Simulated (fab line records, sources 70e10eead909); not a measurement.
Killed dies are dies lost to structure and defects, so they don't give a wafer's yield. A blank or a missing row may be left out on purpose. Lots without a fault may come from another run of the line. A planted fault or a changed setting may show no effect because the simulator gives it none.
A struck lot beside a sound one | flow nand_harc | 15 steps out of a route of 1159
Sound: wafers L134.1, L134.5, L134.6. Struck: wafers L142.1, L142.5, L142.6. The cause comes at the end.
At each step with rows: each side's tool, then ch and its chambers, then its first start. Under that, the readings that differ: sound wafers | struck wafers | difference of the means | sigmas: that difference in standard deviations of wafers without a fault.
alike: readings whose means differ by less than 2 such deviations, and words and numbers that are the same on both sides. not compared: withheld readings, readings that some wafer has no value for, bounds like >300 that may hide the same value, and numbers for which the record gives no deviation and whose values overlap.
The two part at a step that has a row with sigmas, a row that says differs or no value, or rows on one side only. Numbers that don't overlap but have no deviation are shown without sigmas and don't part them. A reading that every wafer of one side lacks parts them only if that side has two wafers or more.

first, 2 steps without rows for these wafers: NHARC_A_CONTACT_STRIP_100 (strips in CF4/CHF3); NHARC_A_CONTACT_STRIP_101 (strips in O2/COS).
NHARC_A_CONTACT_ETCH_102: etches the open film in CF4/O2, target depth 70 nm, overetch 7 nm, time 38.5 s.
  sound on rie_diel-01 ch 0,1,3, day 16 05:15; struck on rie_diel-01 ch 0,3, day 18 21:33
  alike: drypump_motor_current_A, oes_product_au, rf_fwd_power_W, rf_vpp_V, showerhead_plenum_p_Torr, throttle_valve_pct
  not compared: rf_hours_counter_h
NHARC_A_CONTACT_STRIP_55: strips in O2.
  sound on rie_diel-01 ch 0,1,3; struck on rie_diel-01 ch 0,1,3
  alike: drypump_motor_current_A, oes_product_au, rf_vpp_V, showerhead_plenum_p_Torr, throttle_valve_pct
  not compared: rf_hours_counter_h
then, 1 step without rows for these wafers: NHARC_A_CONTACT_STRIP_56 (strips in post etch residue remover, time 600 s).
NHARC_A_CONTACT_DEP_57: deposits aC, target thk 2800 nm.
  sound on acl_dep-02 ch 0, day 16 07:14; struck on acl_dep-03 ch 0, day 18 23:08
  alike: throttle_valve_pct
NHARC_A_CONTACT_DEP_58: deposits SiON, target thk 60 nm.
  sound on pecvd-01 ch 0,1,2, day 16 09:00; struck on pecvd-04 ch 0,2, day 19 01:03
  alike: chamber_pressure_Torr, heater_power_w, rf_fwd_power_W
then, 5 steps without rows for these wafers: NHARC_A_CONTACT_DEHYDRATE_59 (time 120 s); NHARC_A_CONTACT_HMDS_60 (time 30 s); NHARC_A_CONTACT_COAT_61 (time 75 s); NHARC_A_CONTACT_COAT_62 (time 65 s); NHARC_A_CONTACT_COAT_63 (resist thk 90 nm).
NHARC_A_CONTACT_SOFTBAKE_64: time 55 s.
  sound on litho_track-06 ch 0, day 16 09:00; struck on litho_track-06 ch 0, day 19 01:00
  reading                  | sound                | struck               | difference | sigmas
  heater_power_total_W (W) | 188.40 188.30 188.42 | 323.14 322.95 323.12 | +134.70    | +99 or more
then, 2 steps without rows for these wafers: NHARC_A_CONTACT_EBR_65; NHARC_END_SORT_01.

WHERE THEY PART
Only at NHARC_A_CONTACT_SOFTBAKE_64, within this record.

WHY: what the simulator had put in
Process parameter drift: litho_track-06, from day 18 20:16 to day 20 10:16, at NHARC_A_CONTACT_SOFTBAKE_64. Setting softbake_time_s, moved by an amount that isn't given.
